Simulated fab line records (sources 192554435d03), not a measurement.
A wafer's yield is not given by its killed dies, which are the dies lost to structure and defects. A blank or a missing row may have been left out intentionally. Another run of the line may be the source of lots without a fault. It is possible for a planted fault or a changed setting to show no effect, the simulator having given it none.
Chamber matching | flow n5Finfet | N5_BEOL_M4_ALD_84 on aldMetal-02: 4 sister chambers
The step deposits TaN, pulse time 2 s, purge time 3 s, co reactant purge time 2 s. 22 wafers are shown with their chamber, then 11 later ones without.

## WAFERS, EACH WITH ITS CHAMBER
wafer  | chamber | heaterPowerW (W) | precursorVesselPressureTorr (Torr) | susceptorTempC (C)
L074.1 | 0       | 462              | 26.22                              | 275.27
L074.3 | 2       | 381              | 26.25                              | 274.85
L074.5 | 3       | 418              | 26.23                              | 275.15
L075.3 | 2       | 372              | 26.22                              | 274.69
L075.5 | 1       | 445              | 26.25                              | 275.01
L075.6 | 2       | 365              | 26.24                              | 274.95
L077.1 | 1       | 443              | 26.25                              | 275.03
L077.4 | 2       | 372              | 26.23                              | 274.99
L077.6 | 3       | 410              | 26.26                              | 274.99
L076.1 | 1       | 449              | 26.28                              | 275.00
L076.4 | 3       | 411              | 26.28                              | 275.15
L076.5 | 0       | 465              | 26.20                              | 275.13
L079.2 | 3       | 420              | 26.24                              | 275.03
L079.3 | 1       | 452              | 26.21                              | 275.33
L079.5 | 1       | 444              | 26.25                              | 275.27
L081.2 | 3       | 419              | 26.23                              | 275.03
L081.4 | 1       | 445              | 26.25                              | 275.16
L081.5 | 2       | 386              | 26.27                              | 275.21
L083.1 | 3       | 411              | 26.25                              | 275.09
L083.3 | 0       | 478              | 26.20                              | 274.53
L083.5 | 3       | 416              | 26.21                              | 274.92
L082.3 | 2       | 375              | 26.34                              | 275.19

SIGNATURES, as means of the wafers listed above
reading                     | chamber 0 | chamber 1 | chamber 2 | chamber 3 | scatter within a chamber
heaterPowerW                | 468.33    | 446.33    | 375.17    | 415.00    | 5.71
precursorVesselPressureTorr | 26.2067   | 26.2483   | 26.2583   | 26.2429   | 0.0292
susceptorTempC              | 274.9767  | 275.1333  | 274.9800  | 275.0514  | 0.19
Rule: a wafer lies at a distance from a chamber equal to the root of the sum of squares, over the readings, of (its reading less the chamber's mean, divided by the reading's scatter). If the next closest chamber is less than 2 further off than the closest, the wafer can't be placed; otherwise it belongs to the closest. The scatter is the square root of a quotient: the sum, over the shown wafers, of each reading's squared deviation from its chamber's mean, divided by wafers minus chambers.

## WAFERS WHOSE CHAMBER IS MISSING
wafer  | heaterPowerW (W) | precursorVesselPressureTorr (Torr) | susceptorTempC (C)
L082.4 | 372              | 26.28                              | 275.01
L082.5 | 469              | 26.23                              | 275.20
L088.3 | 412              | 26.17                              | 275.12
L088.4 | 413              | 26.19                              | 275.05
L088.5 | 465              | 26.25                              | 275.08
L091.1 | 422              | 26.20                              | 274.80
L091.2 | 471              | 26.22                              | 275.09
L091.5 | 416              | 26.24                              | 274.98
L095.2 | 465              | 26.26                              | 274.66
L095.4 | 414              | 26.24                              | 275.01
L095.6 | 466              | 26.25                              | 275.06

## EACH ONE'S CHAMBER
wafer  | from the rows above     | in truth
L082.4 | 2                       | 2
L082.5 | 0                       | 0
L088.3 | 3                       | 3
L088.4 | 3                       | 3
L088.5 | can't be placed: 0 or 1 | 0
L091.1 | 3                       | 3
L091.2 | 0                       | 0
L091.5 | 3                       | 3
L095.2 | can't be placed: 0 or 1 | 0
L095.4 | 3                       | 3
L095.6 | can't be placed: 0 or 1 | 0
Placed correctly: 8 of 11. Can't be placed from these rows: 3 (the true chamber is among the candidates in 3). Wrongly placed: 0.
